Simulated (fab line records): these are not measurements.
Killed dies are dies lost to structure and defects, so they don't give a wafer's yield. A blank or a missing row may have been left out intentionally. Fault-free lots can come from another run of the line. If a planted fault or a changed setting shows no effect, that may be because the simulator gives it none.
Chamber matching + flow nandHarc + NHARC_A_CONTACT_ALD_18 on aldMetal-02: 4 sister chambers
The step deposits TiN, target thk 3 nm, pulse time 1 s, ald cycles 150. 16 wafers are shown with their chamber, then 8 later ones without.

== EACH WAFER AND ITS CHAMBER ==
| wafer  | chamber | heaterPowerW (W) | precursorPulseHeightRel |
|--------|---------|------------------|-------------------------|
| L074.2 | 3       | 1147             | 1.024                   |
| L074.4 | 1       | 1030             | 1.002                   |
| L074.6 | 0       | 1072             | 0.969                   |
| L078.2 | 0       | 1056             | 1.015                   |
| L078.4 | 1       | 1017             | 1.031                   |
| L078.5 | 0       | 1075             | 0.991                   |
| L086.3 | 1       | 1025             | 1.005                   |
| L086.4 | 0       | 1092             | 1.021                   |
| L086.5 | 2       | 1078             | 0.982                   |
| L088.1 | 2       | 1074             | 1.030                   |
| L088.5 | 0       | 1059             | 0.991                   |
| L088.6 | 3       | 1212             | 0.991                   |
| L091.1 | 0       | 1068             | 0.965                   |
| L091.4 | 2       | 1037             | 0.950                   |
| L091.5 | 1       | 1013             | 0.988                   |
| L093.2 | 3       | 1181             | 0.990                   |

SIGNATURES (means of the wafers above)
| reading                 | chamber 0 | chamber 1 | chamber 2 | chamber 3 | scatter within a chamber |
|-------------------------|-----------|-----------|-----------|-----------|--------------------------|
| heaterPowerW            | 1070.33   | 1021.25   | 1063.00   | 1180.00   | 18.6                     |
| precursorPulseHeightRel | 0.99200   | 1.00650   | 0.98733   | 1.00167   | 0.0251                   |
Rule: distance of a wafer from a chamber = root of the sum over the readings of ((wafer's reading minus chamber's mean) / reading's scatter) squared. If the next closest chamber is less than 2 further off than the closest, the wafer can't be placed; otherwise it belongs to the closest. How the scatter is found: for the shown wafers, subtract from each reading the mean of its chamber, square and add these, divide the total by (wafers less chambers), then take the root.

== WAFERS WITH NO CHAMBER GIVEN ==
| wafer  | heaterPowerW (W) | precursorPulseHeightRel |
|--------|------------------|-------------------------|
| L093.3 | 994              | 0.992                   |
| L093.6 | 1199             | 0.972                   |
| L095.1 | 1055             | 1.021                   |
| L095.2 | 1115             | 0.977                   |
| L095.3 | 1077             | 1.034                   |
| L095.4 | 1181             | 1.044                   |
| L095.5 | 1069             | 1.012                   |
| L095.6 | 1195             | 1.024                   |

== THE CHAMBER EACH PASSED THROUGH ==
| wafer  | from the rows above          | in truth |
|--------|------------------------------|----------|
| L093.3 | 1                            | 1        |
| L093.6 | 3                            | 3        |
| L095.1 | can't be placed: 2 or 0 or 1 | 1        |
| L095.2 | can't be placed: 0 or 2 or 3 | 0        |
| L095.3 | can't be placed: 0 or 2 or 1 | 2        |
| L095.4 | 3                            | 3        |
| L095.5 | can't be placed: 0 or 2 or 1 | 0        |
| L095.6 | 3                            | 3        |
Placed correctly: 4 of 8. These rows do not allow placing 4 (true chamber among the candidates in 4). Placed wrongly: 0.
